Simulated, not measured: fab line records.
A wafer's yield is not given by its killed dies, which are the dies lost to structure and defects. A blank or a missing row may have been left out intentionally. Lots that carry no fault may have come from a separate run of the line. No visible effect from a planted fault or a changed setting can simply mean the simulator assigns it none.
What tool caused it?    flow nand harc    Sampling: 24 lots, 72 wafers, 3 of 1302 route steps

== WHAT THE GAUGES SHOWED, per wafer ==
NHARC_A_CONTACT_CD_MEAS_53.
lot   measured      on         cd nm (nm)
L074  day 21 17:18  cd sem-01  290.4 289.8 289.9
L075  day 22 04:33  cd sem-02  289.5 289.9 289.8
L076  day 22 05:35  cd sem-02  290.1 289.7 290.2
L077  day 23 08:59  cd sem-01  289.7 289.8 290.2
L078  day 23 09:12  cd sem-02  289.3 289.6 289.9
L079  day 24 06:40  cd sem-01  290.4 290.5 290.2
L080  day 24 15:14  cd sem-02  289.3 290.2 289.1
L081  day 24 15:23  cd sem-02  289.5 288.9 289.2
L082  day 25 00:05  cd sem-01  288.4 288.4 287.7
L085  day 25 12:39  cd sem-02  289.7 289.6 289.5
L084  day 25 18:21  cd sem-02  289.2 289.2 289.2
L083  day 26 01:59  cd sem-02  289.8 289.5 289.2
L086  day 26 16:19  cd sem-03  288.8 289.3 289.0
L087  day 27 12:23  cd sem-02  289.6 289.1 290.1
L088  day 27 22:55  cd sem-01  289.5 289.6 289.8
L089  day 28 07:37  cd sem-02  289.7 289.6 290.0
L090  day 28 08:37  cd sem-01  290.6 290.0 290.2
L091  day 28 09:59  cd sem-01  289.8 289.9 289.3
L092  day 29 08:55  cd sem-03  290.1 290.0 289.6
L093  day 29 16:39  cd sem-02  290.1 290.7 290.4
L095  day 30 13:44  cd sem-03  289.8 289.4 289.2
L094  day 30 19:15  cd sem-03  289.8 289.9 290.3
L097  day 31 11:52  cd sem-02  289.6 289.4 289.7
L096  day 31 12:23  cd sem-02  290.7 290.5 289.8

== WHICH TOOL RAN EACH LOT (tool, then ch and the chambers of the sampled wafers, then the start) ==
lot   NHARC_A_CONTACT_ETCH_120              NHARC_A_CONTACT_ETCH_123
L074  har cap etch-01 ch 0, day 21 15:35    har cap etch-01 ch 0, day 21 16:06
L075  har cap etch-03 ch 0,1, day 22 02:54  har cap etch-03 ch 0,1, day 22 03:32
L076  har cap etch-02 ch 0,1, day 22 03:55  har cap etch-02 ch 0,1, day 22 04:29
L077  har cap etch-03 ch 0,1, day 23 07:20  har cap etch-03 ch 0,1, day 23 07:58
L078  har cap etch-02 ch 0,1, day 23 07:29  har cap etch-02 ch 0,1, day 23 08:00
L079  har cap etch-03 ch 0,1, day 24 04:55  har cap etch-03 ch 0,1, day 24 05:25
L080  har cap etch-02 ch 0,1, day 24 13:31  har cap etch-02 ch 0,1, day 24 14:02
L081  har cap etch-01 ch 0,1, day 24 13:43  har cap etch-01 ch 0,1, day 24 14:17
L082  har cap etch-02 ch 0,1, day 24 22:25  har cap etch-02 ch 0,1, day 24 22:59
L085  har cap etch-02 ch 0,1, day 25 10:58  har cap etch-02 ch 0,1, day 25 11:32
L084  har cap etch-03 ch 0,1, day 25 16:41  har cap etch-03 ch 0,1, day 25 17:19
L083  har cap etch-01 ch 0,1, day 26 00:16  har cap etch-01 ch 0,1, day 26 00:47
L086  har cap etch-02 ch 0,1, day 26 14:26  har cap etch-02 ch 0,1, day 26 15:00
L087  har cap etch-01 ch 0,1, day 27 10:43  har cap etch-01 ch 0,1, day 27 11:17
L088  har cap etch-02 ch 0,1, day 27 21:16  har cap etch-02 ch 0,1, day 27 21:53
L089  har cap etch-03 ch 0,1, day 28 05:58  har cap etch-03 ch 0,1, day 28 06:35
L090  har cap etch-02 ch 0,1, day 28 06:54  har cap etch-02 ch 0,1, day 28 07:25
L091  har cap etch-01 ch 0,1, day 28 08:18  har cap etch-01 ch 0,1, day 28 08:52
L092  har cap etch-03 ch 0,1, day 29 07:05  har cap etch-03 ch 0,1, day 29 07:43
L093  har cap etch-01 ch 0,1, day 29 14:58  har cap etch-01 ch 0,1, day 29 15:28
L095  har cap etch-03 ch 0,1, day 30 11:56  har cap etch-03 ch 0,1, day 30 12:38
L094  har cap etch-01 ch 0,1, day 30 17:10  har cap etch-01 ch 0,1, day 30 17:50
L097  har cap etch-01 ch 0,1, day 31 10:14  har cap etch-01 ch 0,1, day 31 10:55
L096  har cap etch-02 ch 0,1, day 31 10:40  har cap etch-02 ch 0,1, day 31 11:11
- NHARC_A_CONTACT_ETCH_120: etches the open film in C4F8/O2/Ar, time 190 s, target depth 1850 nm.
- NHARC_A_CONTACT_ETCH_123: etches the open film in C4F8/O2/Ar, time 490 s, target depth 2110 nm.

== WHAT THE TOOLS THEMSELVES READ (means of the sampled wafers that have a number; where no wafer has one, the mark that the record gives instead) ==
The record holds no such reading with a usual standard deviation.

== THE ANSWER, worked out from the rows above alone ==
Rule: usual is defined by the lots themselves. The widest of any qualifying gaps counts: lots, ordered by their means at a reading, are off when they make up no more than a third of the lots, leave a main group of 4 or more, and stand apart from it by 3 or more times the standard deviation of that group's means. The tables above print the reading to a certain number of digits; a main group whose means all agree to those digits is not used. A lot without any number at a reading at which 4 lots or more have one is off too. Where the step has rows for the other lots, those lots are counted as sound. The gauges are gone through in route order, then the tools' own readings, and for those a lot's mean is taken as printed above. At the first step where some lot is off, the reading lying furthest off is the one used; lots without a number count as furthest.
Nothing can be told from this: no lot is off at any reading shown.

== WHAT HAD BEEN PUT IN BY THE SIMULATOR ==
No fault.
